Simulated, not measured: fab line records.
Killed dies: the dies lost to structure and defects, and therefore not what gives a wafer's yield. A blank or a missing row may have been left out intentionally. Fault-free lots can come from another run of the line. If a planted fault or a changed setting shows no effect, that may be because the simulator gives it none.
Which tool is to blame?    flow nand-harc    Sampling: 8 lots, 24 wafers, 5 of 1302 route steps

## WHAT EACH GAUGE READ, for each wafer
NHARC_END_WLT_00.
lot   measured      on         VT_DECK2_MIDDLE
L984  day 27 03:10  prober-02  0.875 0.885 0.883
L985  day 26 18:51  prober-02  0.876 0.889 0.888
L996  day 30 01:41  prober-02  0.885 0.889 0.886
L100  day 31 03:14  prober-01  0.983 0.983 0.993 0.993 0.984 0.980
L101  day 31 10:27  prober-02  0.995 0.992 0.993 0.989 0.986 0.995
L103  day 33 02:39  prober-02  0.882 0.884 0.891
L105  day 33 09:12  prober-01  0.894 0.886 0.883
L106  day 34 11:26  prober-01  0.873 0.884 0.878

## TOOL THAT RAN EACH LOT (tool first, then ch and the chambers of the sampled wafers, then the start)
lot   NHARC_A_CHANNEL_HOLE_D2_ETCH_22   NHARC_A_CHANNEL_HOLE_D2_ETCH_27   NHARC_A_CHANNEL_FILL_D2_CVD_05    NHARC_A_CHANNEL_FILL_D2_ETCHBACK_08
L984  har-etch-01 ch 0,1, day 13 12:44  har-etch-01 ch 0,1, day 13 15:47  lpcvd-poly-01 ch 0, day 14 20:33  rie-diel-03 ch 0,1,2, day 27 03:10 or earlier
L985  har-etch-01 ch 0,1, day 14 23:19  har-etch-01 ch 0,1, day 15 02:26  lpcvd-poly-01 ch 0, day 16 06:49  rie-diel-03 ch 2,3, day 26 18:51 or earlier
L996  har-etch-02 ch 0,1, day 19 08:01  har-etch-02 ch 0,1, day 19 11:05  lpcvd-poly-01 ch 0, day 20 14:55  rie-diel-04 ch 0,2,3, day 30 01:41 or earlier
L100  har-etch-02 ch 0,1, day 20 13:27  har-etch-02 ch 0,1, day 20 16:34  lpcvd-poly-01 ch 0, day 21 21:24  rie-diel-03 ch 0,2,3, day 31 03:14 or earlier
L101  har-etch-01 ch 0,1, day 20 15:10  har-etch-01 ch 0,1, day 20 18:17  lpcvd-poly-01 ch 0, day 21 21:24  rie-diel-13 ch 1,2, day 31 10:27 or earlier
L103  har-etch-01 ch 0,1, day 22 02:53  har-etch-01 ch 0,1, day 22 06:00  lpcvd-poly-04 ch 0, day 23 15:42  rie-diel-03 ch 0,1,2, day 33 02:39 or earlier
L105  har-etch-02 ch 0,1, day 22 05:12  har-etch-02 ch 0,1, day 22 08:10  lpcvd-poly-04 ch 0, day 23 15:42  rie-diel-13 ch 0,1,3, day 33 09:12 or earlier
L106  har-etch-02 ch 0,1, day 23 04:40  har-etch-02 ch 0,1, day 23 07:47  lpcvd-poly-02 ch 0, day 24 11:44  rie-diel-03 ch 1,2,3, day 34 11:26 or earlier
- NHARC_A_CHANNEL_HOLE_D2_ETCH_22: etches the open film in C4F8/O2/Ar, time 666.7 s, target depth 1600 nm.
- NHARC_A_CHANNEL_HOLE_D2_ETCH_27: etches the open film in C4F8/O2/Ar, time 90 s, target depth 400 nm.
- NHARC_A_CHANNEL_FILL_D2_CVD_05: deposits poly-Si, target thk 5 nm.
- NHARC_A_CHANNEL_FILL_D2_ETCHBACK_08: etches the open film in C4F8, target depth 220 nm, time 110 s.

## THE ANSWER, worked out from the rows above alone
Rule: usual is defined by the lots themselves. Put in order of their means at a reading, lots are off if they are a third of the lots or fewer, leave a main group of 4 or more, and stand apart from it by a gap of 3 or more times the standard deviation of the main group's means; of several such gaps the widest counts. The tables above print the reading to a certain number of digits; a main group whose means all agree to those digits is not used. Also off: a lot with no number at a reading for which 4 or more lots have one. Any other lot the step has rows for is counted as sound.
Off: L100, L101, at NHARC_END_WLT_00 (VT_DECK2_MIDDLE). Mean 0.884 and standard deviation 0.0033 in the main group.
A tool fits if, at a process step before that reading, it ran every lot that is off, and no sound lot after the first of them. Those tools and the gauges at NHARC_END_WLT_00 are tried in the same way. NHARC_A_CHANNEL_FILL_D2_ETCHBACK_08: start missing for some lots; hours and lot order therefore follow NHARC_END_WLT_00. One fits: lpcvd-poly-01 at NHARC_A_CHANNEL_FILL_D2_CVD_05. A fault onset in the window from L996 (day 20 14:55, its last sound lot) to L100 (day 21 21:24, its first lot off) fits.

## WHAT HAD BEEN PUT IN BY THE SIMULATOR
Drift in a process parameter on lpcvd-poly-01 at NHARC_A_CHANNEL_FILL_D2_CVD_05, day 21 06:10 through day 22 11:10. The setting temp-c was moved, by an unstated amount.
Struck lots among those shown: L100, L101. The rule given above showed the same thing.
